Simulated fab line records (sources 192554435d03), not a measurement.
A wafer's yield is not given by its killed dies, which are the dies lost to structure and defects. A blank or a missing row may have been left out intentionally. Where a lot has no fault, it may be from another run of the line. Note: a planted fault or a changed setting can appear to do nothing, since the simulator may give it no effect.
A lot that was struck, set against a sound lot + flow n5_finfet + 37 steps out of a route of 1938
Sound: these wafers, L919.3, L919.4, L919.5. Struck: wafer L928.4 (left out: L928.2, L928.6 of the same lot, which were not struck); the cause appears at the end.
For every step that has rows: the tool of each side, followed by ch and its chambers, followed by its first start. Under that, the readings that differ: sound wafers + struck wafers + difference of the means + sigmas: that difference in standard deviations of wafers without a fault.
alike: a reading whose means differ by less than 2 such deviations, as well as words and numbers matching on both sides. not compared: withheld readings; readings where some wafer has no value; bounds like >300 that might hide an equal value; numbers whose values overlap and for which the record gives no deviation.
Wherever a step has rows on one side only, a row that says differs or no value, or a row with sigmas, the two part there. Non-overlapping numbers with no deviation appear without sigmas and do not part them. A reading that every wafer of one side lacks parts them only if that side has two wafers or more.

first, 11 steps without rows for these wafers: N5_BEOL_M10_ETCH_65 (etches SiARC in CF4, target depth 39 nm, time 65 s); N5_BEOL_M10_ETCH_66 (etches SOC in N2/H2, target depth 120 nm, overetch 24 nm, time 180 s); N5_BEOL_M10_STRIP_69 (strips in N2/H2); N5_BEOL_M10_VIA_ETCH_34 (etches SiCOH lowk in C4F6/O2, target depth 184.5 nm, time 69.2 s); N5_BEOL_M10_STRIP_73 (strips in C4F6/O2); N5_BEOL_M10_STRIP_36 (strips in N2/H2); N5_BEOL_M10_TRENCH_ETCH_37 (etches SiCOH lowk in C4F6/O2, target depth 148.83 nm, time 48 s); N5_BEOL_M10_ETCH_41 (etches SiCN in CH3F/O2, target depth 42.6 nm, time 86 s); N5_BEOL_M10_STRIP_77 (strips in N2/H2, time 10 s); N5_BEOL_M10_HM_STRIP_39 (strips TiN in peroxide tin strip, target depth 25 nm, time 158 s); N5_BEOL_M10_SRD_40 (time 30 s).
N5_BEOL_M10_PRECLEAN_42: cleans in residue remover, time 60 s.
  sound on wet_bench-04 ch 0,1,7, day 11 21:47; struck on wet_bench-04 ch 2,4,6, day 14 05:02
then, 24 steps without rows for these wafers: N5_BEOL_M10_SRD_43 (time 30 s); N5_BEOL_M10_CURE_72 (cures SiCOH lowk, time 120 s); N5_BEOL_M10_DEGAS_44 (time 60 s); N5_BEOL_M10_PRE_CLEAN_45 (time 30 s); N5_BEOL_M10_ALD_74 (deposits TaN, target thk 2 nm, pulse time 2 s, purge time 3 s); N5_BEOL_M10_SURFACE_TREAT_76; N5_BEOL_M10_CVD_75 (deposits Co from CCTBA/H2, target thk 2 nm, time 138.9 s); N5_BEOL_M10_SPUTTER_48 (material Cu, target thk 12 nm, time 2 s); N5_BEOL_M10_ECD_50 (material Cu, target thk 318 nm); N5_BEOL_M10_ANNEAL_51 (time 90 s); N5_BEOL_M10_CMP_52 (polishes, stops on SiCOH lowk, t overpolish 7 s, target thk 140 nm); N5_BEOL_M10_PRE_CLEAN_55 (time 15 s); N5_BEOL_M10_DEP_56 (deposits SiCN from 3MS/NH3, target thk 15 nm, time 26.5 s); N5_BEOL_M11_ILD_DEP_00 (deposits SiCOH lowk from DEMS/porogen, target thk 308.51 nm, time 58 s); N5_BEOL_M11_CURE_71 (cures SiCOH lowk, time 240 s); N5_BEOL_M11_PECVD_70 (deposits SiO2 from TEOS/O2, target thk 20 nm, time 22.7 s); N5_BEOL_M11_HM_DEP_02 (deposits TiN, target thk 20 nm); N5_BEOL_M11_COAT_59 (time 60 s, resist thk 100 nm); N5_BEOL_M11_COAT_60 (time 60 s, resist thk 30 nm); N5_BEOL_M11_COAT_05 (resist thk 90 nm); N5_BEOL_M11_EBR_07; N5_BEOL_M11_SOFTBAKE_06 (time 60 s); N5_BEOL_M11_EXPOSE_08 (exposes mask M11); N5_BEOL_M11_PEB_09 (peb time 60 s).
-- the record jumps here: 2 days lie between the struck wafers' starts before and after (it left off in module BEOL_M11 and takes up again in module PASSIVATION, whose first step shown is number 1936 of the route) --
N5_PASSIVATION_PROBE_49:
  rows exist in the record for the struck wafers here (prober-01, day 16 08:05), but not for the sound ones

## WHERE THEY PART
Within this record, at N5_PASSIVATION_PROBE_49 only.

WHY: the cause the simulator had injected
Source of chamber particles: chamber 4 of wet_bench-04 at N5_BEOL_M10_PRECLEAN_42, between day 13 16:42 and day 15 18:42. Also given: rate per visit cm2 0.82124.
